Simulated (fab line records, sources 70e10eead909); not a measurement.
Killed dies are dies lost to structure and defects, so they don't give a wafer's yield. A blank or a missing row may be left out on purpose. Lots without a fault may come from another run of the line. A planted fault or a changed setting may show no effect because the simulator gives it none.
Chamber matching | flow nand_harc | NHARC_A_WL_FILL_ALD_19 on ald_metal-03: 4 sister chambers
The step deposits TiN, target thk 2 nm, pulse time 3 s, ald cycles 100. 16 wafers are shown with their chamber, then 8 later ones without.

WAFERS WITH THEIR CHAMBER
wafer  | chamber | heater_power_w (W) | precursor_pulse_height_rel
L075.3 | 0       | 1242               | 0.972
L075.4 | 3       | 1106               | 0.988
L075.6 | 3       | 1122               | 1.010
L079.1 | 3       | 1088               | 0.979
L079.3 | 1       | 963                | 0.994
L079.6 | 1       | 959                | 0.992
L079.2 | 2       | 1216               | 0.998
L079.4 | 0       | 1275               | 0.965
L079.5 | 2       | 1222               | 0.991
L081.1 | 0       | 1261               | 0.999
L081.3 | 2       | 1197               | 0.958
L081.5 | 3       | 1104               | 0.976
L085.1 | 0       | 1241               | 1.001
L085.3 | 3       | 1144               | 0.986
L085.4 | 2       | 1144               | 1.006
L085.2 | 1       | 986                | 0.968

SIGNATURES (means of the wafers above)
reading                    | chamber 0 | chamber 1 | chamber 2 | chamber 3 | scatter within a chamber
heater_power_w             | 1254.75   | 969.33    | 1194.75   | 1112.80   | 23.8
precursor_pulse_height_rel | 0.98425   | 0.98467   | 0.98825   | 0.98780   | 0.017
Rule: a wafer's distance from a chamber is the root of the sum, over the readings, of the square of ((its reading less the chamber's mean) divided by the reading's scatter). The wafer belongs to the nearest chamber; if the next one is less than 2 further off, it can't be placed. The scatter: the root of (the sum of the squares of (reading less its chamber's mean) over the shown wafers, divided by (wafers less chambers)).

WAFERS WITHOUT THEIR CHAMBER
wafer  | heater_power_w (W) | precursor_pulse_height_rel
L085.5 | 1152               | 0.993
L085.6 | 1164               | 1.003
L091.1 | 1135               | 1.010
L091.2 | 1223               | 1.026
L091.4 | 1149               | 1.013
L093.4 | 985                | 0.981
L093.5 | 995                | 1.027
L093.6 | 1154               | 0.969

WHICH CHAMBER EACH WENT THROUGH
wafer  | from the rows above     | in truth
L085.5 | can't be placed: 3 or 2 | 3
L085.6 | can't be placed: 2 or 3 | 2
L091.1 | can't be placed: 3 or 2 | 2
L091.2 | can't be placed: 2 or 0 | 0
L091.4 | can't be placed: 3 or 2 | 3
L093.4 | 1                       | 1
L093.5 | 1                       | 1
L093.6 | can't be placed: 2 or 3 | 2
Placed correctly: 2 of 8. Can't be placed from these rows: 6 (the true chamber is among the candidates in 6). Placed wrongly: 0.
